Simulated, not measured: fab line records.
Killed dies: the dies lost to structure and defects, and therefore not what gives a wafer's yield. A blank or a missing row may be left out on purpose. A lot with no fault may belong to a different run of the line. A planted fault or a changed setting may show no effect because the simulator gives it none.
Which tool is to blame? ; flow n5-finfet ; at 1 step of a route of 1938, 12 lots with 36 wafers sampled

== WHAT THE GAUGES SHOWED, per wafer ==
N5_BEOL_M13_INSPECT_12: inspects for defects (macro).
lot;measured;on;raw-defect-count
L075;day 11 19:23;defect-inspect-01;1 7 2
L079;day 12 08:25;defect-inspect-02;2 2 2
L078;day 13 06:49;defect-inspect-02;2 3 2
L080;day 13 14:47;defect-inspect-02;2 3 2
L083;day 13 20:59;defect-inspect-01;1 2 2
L085;day 14 03:43;defect-inspect-01;2 4 1
L087;day 15 01:31;defect-inspect-02;0 1 1
L088;day 15 10:47;defect-inspect-02;5 3 3
L092;day 15 19:08;defect-inspect-02;2 0 1
L093;day 16 05:31;defect-inspect-01;0 1 2
L094;day 16 18:00;defect-inspect-01;5 2 2
L097;day 19 07:19;defect-inspect-02;1 1 1

== WHICH TOOL RAN EACH LOT (tool, then ch and the chambers of the sampled wafers, then the start) ==
There is no process step in the record ahead of these readings.

== THE ANSWER, worked out from the rows above alone ==
Rule: the lots themselves supply what counts as usual. Put in order of their means at a reading, lots are off if they are a third of the lots or fewer, leave a main group of 4 or more, and stand apart from it by a gap of 3 or more times the standard deviation of the main group's means; of several such gaps the widest counts. Not used: any main group whose means are identical at the precision the tables above print for the reading. Also off: a lot with no number at a reading for which 4 or more lots have one. The other lots that the step has rows for count as sound.
Across all readings shown, no lot is off: no conclusion can be drawn from this.

== WHAT THE SIMULATOR HAD PUT IN ==
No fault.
